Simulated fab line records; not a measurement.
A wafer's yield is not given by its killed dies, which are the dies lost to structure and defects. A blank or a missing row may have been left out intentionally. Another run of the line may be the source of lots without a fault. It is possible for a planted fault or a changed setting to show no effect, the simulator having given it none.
Problem report in the 8D (eight disciplines) form, filled by code || flow nand harc || the parts of the form that need people (team, actions taken, sign-off) are left out

== 1. WHAT WENT WRONG ==
NHARC_A_STAIRCASE_TRIM_193, run length s: mean 224.7 s over 1 wafer from 1 lot; wafers with no fault: 232.4 s, standard deviation 0.36. That puts it -21 standard deviations away from the usual mean.
The step: chemistry O2, time 211.2 s.
First seen on wafer L111.5, day 21 15:23, on rie diel-08. Wafers with a number at this step in the record: 35, from 12 lots. By rule, "out" or "out of limits" means more than 4 standard deviations away from the usual mean. Any other wafer with a number is counted as sound.

== 2. WHAT IT IS, WHAT IT ISN'T ==
{"question": "which readings at this step", "is": "run length s", "is not": "drypump motor current A, oes product au, rf vpp V, showerhead plenum p Torr, throttle valve pct"}
{"question": "which lots", "is": "L111", "is not": "L104, L106, L107, L108, L116, L117, L118, L119, L120, L997, L998"}
{"question": "which wafers of those lots", "is": "L111.5", "is not": "L111.3"}
{"question": "read on which tools", "is": "rie diel-08", "is not": "rie diel-03"}
{"question": "when", "is": "from day 21 15:23", "is not": "up to then (19 sound wafers); but 15 sound wafers of L116, L117, L118, L119, L120 came after"}

== 3. THE SUSPECTS, EACH WITH WHAT RULES IT OUT ==
Counting: any tool at a process step up to the reading remains a suspect provided it ran every lot that is out. Sound lots after the first of them don't rule it out here, since some wafers of a struck lot are sound.
- rie diel-08 at NHARC_A_STAIRCASE_ETCH_27 (etches the open film in C4F8/O2, target depth 100 nm, time 40.5 s): kept. L111, the lot that is out, went through it at day 21 15:23; up to then, the latest sound lot through it was L106 at day 19 06:19. NHARC_A_STAIRCASE_ETCH_27: start missing for some lots; hours and lot order therefore follow NHARC_A_STAIRCASE_TRIM_193.
- rie diel-08 at NHARC_A_STAIRCASE_TRIM_193 (chemistry O2, time 211.2 s): kept. L111, the lot that is out, went through it at day 21 15:23; up to then, the latest sound lot through it was L107 at day 20 12:19. Out on those wafers are its own readings of run length s.
- At NHARC_A_STAIRCASE_ETCH_27 on rie diel-08, chamber 1 took the sound wafers of the same lots and chamber 0 took the wafers that are out.
- At NHARC_A_STAIRCASE_TRIM_193 on rie diel-08, chamber 1 took the sound wafers of the same lots and chamber 3 took the wafers that are out.
After counting, rie diel-08 at NHARC_A_STAIRCASE_ETCH_27 and rie diel-08 at NHARC_A_STAIRCASE_TRIM_193 remain.

== 4. THE CAUSE (what the simulator had put in) ==
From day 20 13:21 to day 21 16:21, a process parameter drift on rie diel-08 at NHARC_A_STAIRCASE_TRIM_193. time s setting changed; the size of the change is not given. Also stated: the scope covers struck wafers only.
Counting leaves 2 suspects; this tool is one of them.

== 5. THE CHAIN OF EFFECTS, in route order ==
Each row: a reading whose mean over the struck wafers that have a number lies more than 3 standard deviations from the usual. Readings are gone through only where the record gives a usual standard deviation; hours: the median, over the lots, of the time from a lot's start at the first step in this table giving one to that lot's start at this step; sigmas: the change measured in usual standard deviations.
{"hours": 0, "step": "NHARC_A_STAIRCASE_TRIM_193", "reading": "run length s", "usual": "232.4 s", "on struck wafers": 224.7, "change": -7.7, "sigmas": -21}
Process steps it contains:
- NHARC_A_STAIRCASE_TRIM_193: chemistry O2, time 211.2 s.

== 6. WHAT WOULD HAVE CAUGHT IT SOONER ==
First out-of-limits reading in this record: day 21 15:23, which is 26 hours after fault onset at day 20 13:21.
